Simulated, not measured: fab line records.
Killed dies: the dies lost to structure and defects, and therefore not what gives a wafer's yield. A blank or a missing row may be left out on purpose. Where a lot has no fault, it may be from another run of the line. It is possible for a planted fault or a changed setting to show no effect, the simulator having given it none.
Commonality check across tools | flow n5-finfet | 11 lots and 29 wafers in the sample

## WHY THIS WAS OPENED
At N5_BEOL_M0_CUTY_INSPECT_59 the reading raw-defect-count is flagged on 2 of 11 lots. No-fault wafers: 2.0, standard deviation 1.3.
Rule: a lot is flagged in two cases, either no wafer of it has a number, or all its wafers with numbers fall more than 4 standard deviations from that mean. All remaining lots are regarded as sound.

lot  | measured     | on                | raw-defect-count, wafer by wafer | flag
L759 | day 5 20:18  | defect-inspect-01 | 1 5 5                            |
L760 | day 6 02:24  | defect-inspect-02 | 3 3 4                            |
L761 | day 6 07:34  | defect-inspect-02 | 19                               | FLAGGED
L765 | day 7 05:37  | defect-inspect-01 | 16                               | FLAGGED
L770 | day 8 17:33  | defect-inspect-02 | 1 2 3                            |
L774 | day 9 16:59  | defect-inspect-02 | 2 4 2                            |
L777 | day 10 05:41 | defect-inspect-02 | 2 2 1                            |
L779 | day 10 17:23 | defect-inspect-01 | 2 3 3                            |
L780 | day 10 21:14 | defect-inspect-01 | 3 1 1                            |
L781 | day 11 02:59 | defect-inspect-02 | 2 1 3                            |
L782 | day 11 17:04 | defect-inspect-02 | 0 0 4                            |
The numbers of the flagged lots are 17.5 on average: +15.5 against the usual, or +12 standard deviations.

## TOOL THAT RAN EACH LOT
Before the reading, the record contains 2 process steps out of a 1938-step route. Each cell gives the tool, then ch followed by the chambers the sampled wafers passed through, then the start.
lot  | flag    | N5_BEOL_M0_SAQP_CUT_ETCH_46        | N5_BEOL_M0_SAQP_ETCH_49
L759 |         | rie-diel-02 ch 2,3, day 5 19:09    | rie-diel-03 ch 0,1,2, day 5 19:52
L760 |         | rie-diel-02 ch 0,1,3, day 6 01:07  | rie-diel-05 ch 0,2, day 6 01:51
L761 | FLAGGED | rie-diel-02 ch 0, day 6 06:22      | rie-diel-02 ch 0, day 6 07:04
L765 | FLAGGED | rie-diel-02 ch 0, day 7 04:21      | rie-diel-03 ch 0, day 7 05:05
L770 |         | rie-diel-03 ch 0,2, day 8 16:14    | rie-diel-05 ch 1,2,3, day 8 17:00
L774 |         | rie-diel-05 ch 2,3, day 9 15:42    | rie-diel-02 ch 0,1,3, day 9 16:26
L777 |         | rie-diel-03 ch 0,1,3, day 10 04:25 | rie-diel-02 ch 0,1,3, day 10 05:08
L779 |         | rie-diel-05 ch 0,1,3, day 10 15:34 | rie-diel-05 ch 0,3, day 10 16:50
L780 |         | rie-diel-03 ch 0,1, day 10 19:55   | rie-diel-03 ch 0,3, day 10 20:41
L781 |         | rie-diel-05 ch 0,1,2, day 11 01:35 | rie-diel-02 ch 2,3, day 11 02:26
L782 |         | rie-diel-03 ch 1,2,3, day 11 15:47 | rie-diel-03 ch 0,1,2, day 11 16:31
These steps, and what they do:
- N5_BEOL_M0_SAQP_CUT_ETCH_46: etches SOC in N2/H2, target depth 135 nm, overetch 27 nm, time 202.5 s.
- N5_BEOL_M0_SAQP_ETCH_49: etches SiO2 in CF4/O2, target depth 37 nm.
- N5_BEOL_M0_CUTY_INSPECT_59: inspects for defects (macro).

## FLAGGED OVER TOTAL, TOOL BY TOOL (the gauges that took the reading come last)
step                        | tool              | lots run | flagged | share of the flagged lots | sound lots run after its first flagged lot
N5_BEOL_M0_SAQP_CUT_ETCH_46 | rie-diel-02       | 4        | 2       | all                       | 0
N5_BEOL_M0_SAQP_CUT_ETCH_46 | rie-diel-03       | 4        | 0       | none                      | -
N5_BEOL_M0_SAQP_CUT_ETCH_46 | rie-diel-05       | 3        | 0       | none                      | -
N5_BEOL_M0_SAQP_ETCH_49     | rie-diel-02       | 4        | 1       | some                      | 3 (L774,L777,L781)
N5_BEOL_M0_SAQP_ETCH_49     | rie-diel-03       | 4        | 1       | some                      | 2 (L780,L782)
N5_BEOL_M0_SAQP_ETCH_49     | rie-diel-05       | 3        | 0       | none                      | -
N5_BEOL_M0_CUTY_INSPECT_59  | defect-inspect-01 | 4        | 1       | some                      | 2 (L779,L780)
N5_BEOL_M0_CUTY_INSPECT_59  | defect-inspect-02 | 7        | 1       | some                      | 5 (L770,L774,L777,L781,L782)

## WHAT THE TABLE ALLOWS
All flagged lots share 1 row of the table, namely rie-diel-02 at N5_BEOL_M0_SAQP_CUT_ETCH_46.
- rie-diel-02 at N5_BEOL_M0_SAQP_CUT_ETCH_46 ran 4 lots, 2 of them flagged. Its last sound lot is L760 (day 6 01:07), its first flagged lot L761 (day 6 06:22): a fault that began between those two fits.
What remains is a single tool, rie-diel-02 at N5_BEOL_M0_SAQP_CUT_ETCH_46.

## WHAT THE SIMULATOR HAD PUT IN
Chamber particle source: rie-diel-02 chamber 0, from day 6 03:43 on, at N5_BEOL_M0_SAQP_CUT_ETCH_46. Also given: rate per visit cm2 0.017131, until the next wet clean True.
Lots struck among those shown: L761, L765. The rule above reached the same finding.
